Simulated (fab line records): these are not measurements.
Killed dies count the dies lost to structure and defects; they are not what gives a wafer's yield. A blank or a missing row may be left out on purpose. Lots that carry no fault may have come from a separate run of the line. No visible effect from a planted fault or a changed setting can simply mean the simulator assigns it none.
Lot-split experiment ; flow n5_finfet ; 7 lots, 39 wafers read, on a route of 1938 steps

SPLIT DETAILS
At N5_HKMG_FIN_HK_ALD_01 (deposits HfO2, target thk 1.6 nm, pulse time 3 s, purge time 3 s), the setting ald_cycles was moved away from the recipe's 30 on 15 of the 39 wafers read, by -36.7% to +60.0%. This setting was run at the recipe's value on the other wafers.

FROM THE SPLIT TO THE READING: what the file shows between them, 4 steps
- N5_HKMG_FIN_HK_ANNEAL_02: time 30 s
- N5_HKMG_FIN_ALD_74: deposits La2O3, target thk 0.5 nm, pulse time 6 s, co reactant pulse time 1 s
- N5_HKMG_FIN_WET_ETCH_82: etches La2O3 in dHCl, stops on HfO2, target depth 2 nm, rinse time 30 s
- N5_HKMG_FIN_ALD_36: deposits TiN, target thk 1 nm, pulse time 1 s, purge time 3 s

THE READING
HK_THK, in nm, at N5_HKMG_FIN_THK_MEAS_70 (measures by xrf). Fault-free wafers of this fab line usually give 1.624 nm, standard deviation 0.02 nm.

wafer;tool, chamber at the split;ald_cycles as run;against the recipe;HK_THK, nm;against lot-mates on the recipe
L075.1;ald_hk-03, 1,3,0,2,1,2;30;recipe;1.631;-
L075.2;ald_hk-03, 1,3,0,2,1,2;30;recipe;1.641;-
L075.3;ald_hk-03, 1,3,0,2,1,2;30;recipe;1.619;-
L075.4;ald_hk-03, 1,3,0,2,1,2;30;recipe;1.646;-
L075.5;ald_hk-03, 1,3,0,2,1,2;30;recipe;1.637;-
L075.6;ald_hk-03, 1,3,0,2,1,2;30;recipe;1.634;-
L078.1;ald_hk-03, 1,0,3;30;recipe;1.631;-
L078.2;ald_hk-03, 1,0,3;30;recipe;1.622;-
L078.4;ald_hk-03, 1,0,3;30;recipe;1.660;-
L080.1;ald_hk-01, 1,0,2;30;recipe;1.640;-
L080.2;ald_hk-01, 2,3,3;19;-36.7%;1.040;-0.602
L080.3;ald_hk-01, 1,0,2;30;recipe;1.630;-
L080.4;ald_hk-01, 2,3,3;19;-36.7%;1.037;-0.605
L080.5;ald_hk-01, 2,3,3;19;-36.7%;1.024;-0.618
L080.6;ald_hk-01, 1,0,2;30;recipe;1.656;-
L081.1;ald_hk-01, 3,3,0;39;+30.0%;2.115;+0.496
L081.2;ald_hk-01, 1,2,0;30;recipe;1.622;-
L081.3;ald_hk-01, 1,2,0;30;recipe;1.616;-
L081.4;ald_hk-01, 1,2,0;30;recipe;1.618;-
L081.5;ald_hk-01, 3,3,0;39;+30.0%;2.109;+0.490
L081.6;ald_hk-01, 3,3,0;39;+30.0%;2.095;+0.476
L082.1;ald_hk-02, 0,1,3;48;+60.0%;2.601;+0.983
L082.2;ald_hk-02, 0,1,3;48;+60.0%;2.570;+0.952
L082.3;ald_hk-02, 2,3,2;30;recipe;1.614;-
L082.4;ald_hk-02, 2,3,2;30;recipe;1.639;-
L082.5;ald_hk-02, 0,1,3;48;+60.0%;2.582;+0.964
L082.6;ald_hk-02, 2,3,2;30;recipe;1.602;-
L087.1;ald_hk-03, 1,2,3;30;recipe;1.624;-
L087.2;ald_hk-03, 0,0,3;39;+30.0%;2.116;+0.491
L087.3;ald_hk-03, 1,2,3;30;recipe;1.611;-
L087.4;ald_hk-03, 1,2,3;30;recipe;1.639;-
L087.5;ald_hk-03, 0,0,3;39;+30.0%;2.109;+0.484
L087.6;ald_hk-03, 0,0,3;39;+30.0%;2.124;+0.499
L091.1;ald_hk-02, 1,0,1;21;-30.0%;1.122;-0.502
L091.2;ald_hk-02, 3,2,0;30;recipe;1.627;-
L091.3;ald_hk-02, 1,0,1;21;-30.0%;1.129;-0.495
L091.4;ald_hk-02, 3,2,0;30;recipe;1.627;-
L091.5;ald_hk-02, 3,2,0;30;recipe;1.618;-
L091.6;ald_hk-02, 1,0,1;21;-30.0%;1.134;-0.490
Rows listing several chambers each stand for several wafers; the file does not say which wafer went through which chamber.

THE FIT
A straight line over all 39 wafers: HK_THK changes by +0.0161 nm for each +1% of ald_cycles; r = +1.00; the points scatter about the line by 0.014 nm.
The same after taking each lot's own level away (the mean of its wafers on the recipe; 39 wafers): +0.0163 nm for each +1%; r = +1.00; scatter 0.011 nm.
On that fit, the largest move of ald_cycles shifts the reading by 0.98 nm.
Across the lots, their own levels run from 1.6183 to 1.6420 nm, a range of 1.2 times the standard deviation given above.
The two slopes are in agreement: the lot-to-lot level therefore moves the slope only a little.
Check: with one of the wafers moved furthest among these (+60.0%) left out of the fit, the line predicts +0.975 nm for it against its lot-mates. Against them it came out at +0.983 nm.

OTHER SPLITS APPLIED TO THESE WAFERS
These wafers also went through other splits before the reading. Each is held against what the fit with the lots' levels taken away leaves over:
other split on the same wafers;wafers away from the commonest value;r with HK_THK (lot level and that fit taken away)
N5_ZERO_LAYER_DEVELOP_10 develop_time_s;18;-0.08
N5_FIN_SAQP_PECVD_47 time_s;12;-0.01
N5_SD_EPI_N_ETCH_45 target_depth_a;12;+0.01

THE WHOLE CHAIN: every reading that the file lists as answering this split, in the file's order
step;what it does;reading;change (the file's fit);r (the file's)
N5_HKMG_FIN_HK_ALD_01;deposits HfO2, target thk 1.6 nm, pulse time 3 s, purge time 3 s;HfO2_of_HKMG_FIN_HK_ALD_01.thk_nm (the simulator's own value, which no gauge read);+0.0154 nm for each +1% of the setting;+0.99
N5_HKMG_FIN_THK_MEAS_70;measures by xrf;HK_THK;+0.0163 for each +1% of the setting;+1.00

THE FILE'S OWN FIT
HK_THK changes by +0.0163 nm for each +1% of ald_cycles, r = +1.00.
